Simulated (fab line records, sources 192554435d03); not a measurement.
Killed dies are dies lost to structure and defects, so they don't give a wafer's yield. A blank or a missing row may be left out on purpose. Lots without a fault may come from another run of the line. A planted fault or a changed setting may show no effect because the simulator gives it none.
Chamber matching | flow n5_finfet | N5_MOL_CONTACT_COAG_STRIP_98 on rie_diel-02: 4 sister chambers
The step strips in N2/H2. 4 wafers are shown with their chamber, then 7 later ones without.

WAFERS WITH THEIR CHAMBER
wafer  | chamber | showerhead_plenum_p_Torr (Torr)
L083.3 | 1       | 3.58
L083.4 | 2       | 3.45
L086.2 | 3       | 3.42
L086.3 | 0       | 3.42

WAFERS WITHOUT THEIR CHAMBER
wafer  | showerhead_plenum_p_Torr (Torr)
L086.4 | 3.57
L091.2 | 3.42
L091.4 | 3.56
L091.5 | 3.56
L096.1 | 3.55
L096.2 | 3.43
L096.6 | 3.55

WHICH CHAMBER EACH WENT THROUGH
wafer  | from the rows above          | in truth
L086.4 | 1                            | 1
L091.2 | can't be placed: 0 or 3 or 2 | 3
L091.4 | 1                            | 1
L091.5 | 1                            | 1
L096.1 | 1                            | 1
L096.2 | can't be placed: 0 or 3 or 2 | 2
L096.6 | 1                            | 1
Placed correctly: 5 of 7. Can't be placed from these rows: 2 (the true chamber is among the candidates in 2). Placed wrongly: 0.
How it was worked out, from the rows above alone: a wafer's distance from a chamber is the root of the sum, over the readings, of the square of ((its reading less the chamber's mean) divided by the reading's scatter). The wafer belongs to the nearest chamber; if the next one is less than 2 further off, it can't be placed. A chamber's mean is the mean of its shown wafers. The scatter: with one shown wafer a chamber, the root of the mean of the squares of how far each hidden wafer lies from its nearest shown one.
